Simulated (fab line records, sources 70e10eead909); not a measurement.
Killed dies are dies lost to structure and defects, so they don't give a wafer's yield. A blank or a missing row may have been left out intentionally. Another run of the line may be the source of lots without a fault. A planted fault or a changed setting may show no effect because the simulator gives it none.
Which tool was responsible?    flow nand_harc    7 lots, 21 wafers sampled, at 2 steps of a route of 1159

== WHAT EACH GAUGE READ, for each wafer ==
NHARC_A_ONON_D1_THK_MEAS_21: measures by ellipsometry.
lot   measured      on             thk_nm (nm)
L608  day 8 04:07   film_metro-02  1001 1003 1001
L612  day 8 20:13   film_metro-02  987 987 986
L617  day 10 06:16  film_metro-02  1006 1006 1005
L622  day 11 05:47  film_metro-01  984 985 986
L623  day 11 15:09  film_metro-01  1004 1542 1005
L625  day 12 12:50  film_metro-01  1012 1013 1012
L631  day 13 05:14  film_metro-01  995 995 995

== WHAT TOOL EACH LOT RAN ON (gives the tool, then ch and the chambers of the sampled wafers, and finally the start) ==
lot   NHARC_A_ONON_D1_DEP_19
L608  pecvd_onon-03 ch 0, day 8 03:36
L612  pecvd_onon-03 ch 0, day 8 19:42
L617  pecvd_onon-04 ch 0, day 10 05:44
L622  pecvd_onon-01 ch 0, day 11 05:20
L623  pecvd_onon-01 ch 0, day 11 14:42
L625  pecvd_onon-04 ch 0, day 12 12:27
L631  pecvd_onon-04 ch 0, day 13 04:43
- NHARC_A_ONON_D1_DEP_19: target thk 1000 nm.

== THE ANSWER, worked out from the rows above alone ==
Rule: the usual values come from the lots themselves. Put in order of their means at a reading, lots are off if they are a third of the lots or fewer, leave a main group of 4 or more, and stand apart from it by a gap of 3 or more times the standard deviation of the main group's means; of several such gaps the widest counts. Not used: any main group whose means are identical at the precision the tables above print for the reading. Also off: a lot with no number at a reading for which 4 or more lots have one. All remaining lots with rows at the step are treated as sound.
Off: L623 (NHARC_A_ONON_D1_THK_MEAS_21, thk_nm). The main group: mean 998 nm, standard deviation 9.9.
If a tool, at a process step before that reading, ran all the lots that are off and no sound lot after the first of them, it fits. Gauges at NHARC_A_ONON_D1_THK_MEAS_21: tried the same way as those tools. One fits: NHARC_A_ONON_D1_DEP_19 on pecvd_onon-01. A fault onset in the window from L622 (day 11 05:20, its last sound lot) to L623 (day 11 14:42, its first lot off) fits.

== WHAT THE SIMULATOR HAD INSERTED ==
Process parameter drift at NHARC_A_ONON_D1_DEP_19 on pecvd_onon-01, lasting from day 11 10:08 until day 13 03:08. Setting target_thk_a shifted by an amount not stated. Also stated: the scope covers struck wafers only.
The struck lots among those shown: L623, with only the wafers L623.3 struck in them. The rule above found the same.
